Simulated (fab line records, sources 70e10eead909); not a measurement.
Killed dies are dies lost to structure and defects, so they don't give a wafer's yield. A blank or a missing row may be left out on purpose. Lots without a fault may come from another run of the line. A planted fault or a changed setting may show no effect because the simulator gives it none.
Chamber matching | flow nand_harc | NHARC_P_BONDPAD_ETCH_24 on rie_diel-04: 4 sister chambers
The step etches the open film in CF4/N2, target depth 30 nm, time 72.99 s. 16 wafers are shown with their chamber, then 8 later ones without.

WAFERS WITH THEIR CHAMBER
wafer  | chamber | run_length_s (s) | rf_vpp_V (V) | oes_product_au (a.u.)
L446.2 | 3       | 94.8             | 311.5        | 1.005
L446.3 | 1       | 94.0             | 315.6        | 1.013
L446.5 | 1       | 94.0             | 314.2        | 1.007
L449.3 | 3       | 95.4             | 313.3        | 0.996
L449.4 | 1       | 94.1             | 313.6        | 1.000
L449.5 | 1       | 94.2             | 314.9        | 0.992
L450.1 | 3       | 94.8             | 313.1        | 0.994
L450.4 | 1       | 94.1             | 314.1        | 1.000
L450.6 | 1       | 94.1             | 314.9        | 1.005
L452.2 | 0       | 94.5             | 312.1        | 0.983
L452.4 | 1       | 94.1             | 314.6        | 0.998
L452.6 | 0       | 94.4             | 312.2        | 0.979
L453.1 | 3       | 95.1             | 311.9        | 0.991
L453.3 | 1       | 94.4             | 315.7        | 0.996
L453.4 | 2       | 95.2             | 311.4        | 0.994
L455.1 | 2       | 95.2             | 310.7        | 0.998

SIGNATURES (means of the wafers above)
reading        | chamber 0 | chamber 1 | chamber 2 | chamber 3 | scatter within a chamber
run_length_s   | 94.450    | 94.125    | 95.200    | 95.025    | 0.175
rf_vpp_V       | 312.150   | 314.700   | 311.050   | 312.450   | 0.726
oes_product_au | 0.98100   | 1.00137   | 0.99600   | 0.99650   | 0.00603
Rule: a wafer's distance from a chamber is the root of the sum, over the readings, of the square of ((its reading less the chamber's mean) divided by the reading's scatter). The wafer belongs to the nearest chamber; if the next one is less than 2 further off, it can't be placed. The scatter: the root of (the sum of the squares of (reading less its chamber's mean) over the shown wafers, divided by (wafers less chambers)).

WAFERS WITHOUT THEIR CHAMBER
wafer  | run_length_s (s) | rf_vpp_V (V) | oes_product_au (a.u.)
L455.3 | 95.0             | 312.5        | 0.999
L455.6 | 95.3             | 313.0        | 0.999
L458.1 | 94.7             | 310.1        | 1.006
L458.3 | 94.0             | 314.2        | 0.999
L458.5 | 94.3             | 314.0        | 1.004
L461.2 | 94.2             | 311.5        | 0.981
L461.3 | 94.8             | 309.4        | 1.013
L461.4 | 93.9             | 313.4        | 0.998

WHICH CHAMBER EACH WENT THROUGH
wafer  | from the rows above          | in truth
L455.3 | can't be placed: 3 or 2      | 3
L455.6 | can't be placed: 3 or 2      | 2
L458.1 | can't be placed: 2 or 3 or 0 | 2
L458.3 | 1                            | 1
L458.5 | 1                            | 1
L461.2 | 0                            | 0
L461.3 | can't be placed: 2 or 3      | 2
L461.4 | 1                            | 1
Placed correctly: 4 of 8. Can't be placed from these rows: 4 (the true chamber is among the candidates in 4). Placed wrongly: 0.
